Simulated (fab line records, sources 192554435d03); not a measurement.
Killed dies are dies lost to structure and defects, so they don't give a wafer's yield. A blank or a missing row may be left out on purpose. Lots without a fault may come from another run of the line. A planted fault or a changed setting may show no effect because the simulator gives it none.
fab line records | flow n5_finfet | part 2 of 2: steps 25 to 33 of 33
record lots=5 wafers=15 last_day=15
route steps=1938 shown PMOS_HMC_CHANNEL_EPI@67 FIN_SAQP@90
lots that met no fault: from a run of the same line without faults
start_h: hours from the record's first day to the start of the lot's first wafer shown | wait_h: hours since the lot's step before | " the same as in the row above | L1.1+2: a row that stands for several wafers | - no value, or no start given | * or withheld: withheld | < > ~ a bound
route shown NAME@n: a module of which the file shows steps, and the number in the route of the first | usual: mean/standard deviation of fault-free wafers | same: alike in all rows | chamber/n: place in a boat | sites: the reading at each site | _std_site: their standard deviation | _edge_site: outer sites' mean less inner sites' | radius_mm: how far each site lies from the wafer's centre | mask NAME#n: copy n | behind: the tool/chamber that last shaped the wafer | hold: why the lot was held/for how many hours/how that ended | device: the transistor (n, p or np) that didn't switch | end of line: the same wafers' tests at the end of the route | a step without rows: its recipe alone | killed: dies lost to structure and defects at the first sort, not the wafer's yield | map: a wafer's dies, x killed, . not, _ none there
set.NAME: the setting as run; set.NAME@STEP: as run at that earlier step | model.NAME: the simulator's own value behind a step, which no gauge read
lots at some steps of the route; a table a step, a row a wafer
services: from which hour (start_h, from the record's first day; less than 0 if before it) a tool's chamber was out of use, for how many hours, and why
## steps
# step N5_FIN_SAQP_PRECLEAN_44
# recipe chemistry=SC2 time_s=45 temp_c=35 mix=1:1:50
# columns lot.wafer tool chamber start_h wait_h
L074.2+4+6 wet_bench-02 7,4,1 20.27 0.0
L084.3+5+6 wet_bench-03 6,7,2 80.71 0.0
L086.1+3+6 wet_bench-05 5,3,6 92.48 0.0
L087.2+3+4 wet_bench-02 7,6,4 98.36 0.0
L089.1+3+4 wet_bench-05 0,7,4 110.81 0.0
# step N5_FIN_SAQP_SRD_01
# recipe dry=ipa_marangoni time_s=30 temp_c=23 rinse_liquid=diw
# columns lot.wafer tool chamber start_h wait_h
L074.2+4+6 wet_bench-02 7,4,1 20.28 0.0
L084.3+5+6 wet_bench-03 6,7,2 80.73 0.0
L086.1+3+6 wet_bench-05 5,3,6 92.49 0.0
L087.2+3+4 wet_bench-02 7,6,4 98.37 0.0
L089.1+3+4 wet_bench-05 0,7,4 110.82 0.0
# step N5_FIN_SAQP_ALD_61
# recipe material=SiO2 target_thk_a=40 temp_c=300 ald_precursor_family=BDEAS ald_co_reactant=O2-plasma pulse_time_s=1 purge_time_s=2 co_reactant_purge_time_s=2 ald_cycles=43 pressure_torr=2
# usual heater_power_w=481/66 precursor_pulse_height_rel=1.001/0.018
# columns lot.wafer tool chamber start_h wait_h heater_power_w precursor_pulse_height_rel
L074.2 ald_sin-01 2 20.38 0.1 615 1.014
L074.4 " 1 " " 445 0.996
L074.6 " 2 " " 620 0.978
L084.3 ald_sin-03 2 80.77 0.0 535 0.966
L084.5 " 0 " " 453 0.986
L084.6 " 3 " " 534 1.016
L086.1 ald_sin-03 2 95.24 2.7 515 1.010
L086.3 " 1 " " 412 1.017
L086.6 " 0 " " 464 0.992
L087.2 ald_sin-02 2 101.99 3.6 487 0.979
L087.3 " 3 " " 489 1.010
L087.4 " 1 " " 469 1.011
L089.1 ald_sin-03 1 110.88 0.0 428 1.004
L089.3 " 2 " " 515 0.991
L089.4 " 3 " " 530 1.009
# step N5_FIN_SAQP_DENSIFY_62
# recipe temp_c=700 time_s=60 ambient=N2 idle_temp_c=600 ramp_up_c_per_s=150 ramp_down_c_per_s=60 cool_to_c=600
# usual lamp_power_pct=9.84/0.054 lamp_zone_7_pct=10.266/0.014 wafer_temp_C_max=703.3/0.6
# columns lot.wafer tool chamber start_h wait_h lamp_power_pct lamp_zone_7_pct wafer_temp_C_max
L074.2 rtp_anneal-01 0 20.61 0.1 9.80 10.260 703.0
L074.4 " 0 " " 9.83 10.281 704.4
L074.6 " 0 " " 9.79 10.276 702.6
L084.3 rtp_anneal-02 0 81.04 0.2 9.86 10.241 704.0
L084.5 " 0 " " 9.81 10.266 703.1
L084.6 " 0 " " 9.85 10.256 703.4
L086.1 rtp_anneal-02 0 95.44 0.1 9.84 10.259 703.8
L086.3 " 0 " " 9.80 10.281 703.4
L086.6 " 0 " " 9.81 10.277 703.6
L087.2 rtp_anneal-01 0 102.22 0.1 9.81 10.284 704.0
L087.3 " 0 " " 9.83 10.265 703.3
L087.4 " 0 " " 9.94 10.258 703.2
L089.1 rtp_anneal-02 0 111.09 0.1 9.80 10.246 702.9
L089.3 " 0 " " 9.76 10.268 704.2
L089.4 " 0 " " 9.81 10.266 703.2
# step N5_FIN_SAQP_HM_DEP_03
# recipe material=SiNx target_thk_a=380 temp_c=400 precursor=SiH4/NH3/N2 pressure_torr=1.5 rf_w=300 time_s=33.6
# usual heater_power_w=767/110 showerhead_plenum_p_Torr=5.16/0.084 throttle_valve_pct=39.4/2.1
# columns lot.wafer tool chamber start_h wait_h heater_power_w showerhead_plenum_p_Torr throttle_valve_pct
L074.2 pecvd-04 0 20.79 0.2 1016 5.09 39.7
L074.4 " 0 " " 1010 5.09 39.2
L074.6 " 2 " " 835 5.09 41.6
L084.3 pecvd-01 0 81.19 0.1 826 5.17 39.2
L084.5 " 2 " " 754 5.22 37.4
L084.6 " 0 " " 824 5.15 39.5
L086.1 pecvd-02 0 95.66 0.2 712 5.25 36.9
L086.3 " 1 " " 676 5.13 42.2
L086.6 " 1 " " 686 5.13 41.9
L087.2 pecvd-02 2 102.40 0.2 618 5.25 38.1
L087.3 " 0 " " 783 5.25 36.9
L087.4 " 1 " " 669 5.11 42.1
L089.1 pecvd-01 0 111.30 0.2 799 5.15 39.5
L089.3 " 0 " " 804 5.17 39.6
L089.4 " 2 " " 765 5.22 37.7
# step N5_FIN_SAQP_THK_MEAS_05
# usual thk_nm=38.2/0.63
# columns lot.wafer tool chamber start_h wait_h thk_nm
L074.2 film_metro-02 - 20.91 0.1 37.3
L074.4 " - " " 38.5
L074.6 " - " " 38.4
L084.3 film_metro-01 - 81.28 0.1 38.5
L084.5 " - " " 38.5
L084.6 " - " " 38.8
L086.1 film_metro-01 - 95.75 0.1 38.3
L086.3 " - " " 37.3
L086.6 " - " " 38.1
L087.2 film_metro-01 - 102.49 0.1 36.7
L087.3 " - " " 37.4
L087.4 " - " " 38.0
L089.1 film_metro-01 - 111.42 0.1 38.0
L089.3 " - " " 38.4
L089.4 " - " " 37.7
# step N5_FIN_SAQP_PECVD_47
# recipe material=a-Si target_thk_a=450 temp_c=400 precursor=SiH4/He pressure_torr=3 rf_w=100 time_s=36.3
# usual heater_power_w=836/120 showerhead_plenum_p_Torr=5.67/0.064 throttle_valve_pct=18.0/0.86
# columns lot.wafer tool chamber start_h wait_h heater_power_w showerhead_plenum_p_Torr throttle_valve_pct
L074.2 pecvd-01 1 20.94 0.0 844 5.65 17.9
L074.4 " 1 " " 854 5.65 17.6
L074.6 " 2 " " 680 5.72 16.8
L084.3 pecvd-04 0 81.31 0.0 1064 5.63 18.1
L084.5 " 0 " " 1059 5.63 17.9
L084.6 " 2 " " 853 5.61 19.4
L086.1 pecvd-01 0 95.78 0.0 823 5.67 17.9
L086.3 " 1 " " 811 5.64 17.7
L086.6 " 1 " " 800 5.65 17.8
L087.2 pecvd-01 0 102.53 0.0 770 5.68 17.9
L087.3 " 0 " " 776 5.66 18.2
L087.4 " 2 " " 812 5.73 17.4
L089.1 pecvd-04 0 111.45 0.0 1157 5.61 17.9
L089.3 " 2 " " 909 5.63 19.7
L089.4 " 0 " " 1155 5.62 18.3
# step N5_FIN_SAQP_PECVD_48
# recipe material=SiNx target_thk_a=250 temp_c=400 precursor=SiH4/NH3/N2 pressure_torr=1.5 rf_w=300 time_s=22.1
# usual heater_power_w=777/110 showerhead_plenum_p_Torr=5.14/0.085 throttle_valve_pct=39.5/1.9
# columns lot.wafer tool chamber start_h wait_h heater_power_w showerhead_plenum_p_Torr throttle_valve_pct
L074.2 pecvd-01 1 20.99 0.0 776 5.13 38.8
L074.4 " 1 " " 784 5.13 38.7
L074.6 " 2 " " 749 5.23 37.2
L084.3 pecvd-04 0 81.36 0.0 1079 5.09 39.6
L084.5 " 0 " " 1087 5.09 39.7
L084.6 " 2 " " 728 5.09 42.3
L086.1 pecvd-01 0 95.82 0.0 831 5.15 39.5
L086.3 " 1 " " 698 5.13 38.5
L086.6 " 1 " " 701 5.12 38.7
L087.2 pecvd-01 0 102.59 0.0 781 5.16 39.5
L087.3 " 0 " " 781 5.17 39.7
L087.4 " 2 " " 653 5.22 37.6
L089.1 pecvd-04 0 111.50 0.0 983 5.08 39.5
L089.3 " 2 " " 747 5.08 42.4
L089.4 " 0 " " 994 5.10 39.7
# step N5_FIN_SAQP_PECVD_06
# recipe material=a-Si target_thk_a=600 temp_c=400 precursor=SiH4/He pressure_torr=3 rf_w=100 time_s=48.1
# usual heater_power_w=847/120 showerhead_plenum_p_Torr=5.67/0.063 throttle_valve_pct=18.0/0.85
# columns lot.wafer tool chamber start_h wait_h heater_power_w showerhead_plenum_p_Torr throttle_valve_pct
L074.2 pecvd-01 1 21.02 0.0 851 5.66 17.8
L074.4 " 1 " " 823 5.65 17.6
L074.6 " 2 " " 796 5.73 16.8
L084.3 pecvd-04 0 81.40 0.0 1165 5.62 17.9
L084.5 " 0 " " 1176 5.63 18.2
L084.6 " 2 " " 930 5.64 19.2
L086.1 pecvd-01 0 95.86 0.0 800 5.67 18.3
L086.3 " 1 " " 785 5.64 17.5
L086.6 " 1 " " 820 5.65 17.6
L087.2 pecvd-01 0 102.65 0.0 907 5.68 18.2
L087.3 " 0 " " 906 5.67 18.0
L087.4 " 2 " " 795 5.73 16.9
L089.1 pecvd-04 0 111.53 0.0 1125 5.62 17.9
L089.3 " 2 " " 822 5.65 19.3
L089.4 " 0 " " 1100 5.64 18.1
## services
# columns tool chamber start_h hours kind
ald_sin-03 - -5.88 14.0 pm
cmp-03 - -2.21 3.4 pm
rie_si-04 0 4.48 13.7 repair
pecvd-04 1 13.83 17.6 repair
rie_si-04 1 19.82 12.1 repair
epi_rpcvd-02 - 23.25 2.8 pm
rie_diel-02 1 29.51 5.5 repair
cmp-03 - 29.67 3.9 repair
rie_diel-01 3 31.66 14.4 repair
rie_diel-01 - 38.35 2.0 repair
cmp-02 - 41.51 9.0 repair
cmp-03 - 51.28 2.7 repair
pecvd-02 1 52.18 3.5 repair
cmp-03 - 54.28 2.8 repair
cmp-02 - 58.27 1.1 repair
rie_diel-02 3 63.87 10.9 repair
rie_si-04 3 64.17 4.2 repair
wet_bench-03 - 67.16 4.4 pm
cmp-02 - 73.44 1.1 repair
rie_diel-02 3 75.88 2.6 repair
pecvd-04 - 87.24 0.4 repair
ald_sin-03 - 96.95 6.1 pm
pecvd-01 1 99.56 51.8 repair
rie_si-06 1 103.48 8.0 repair
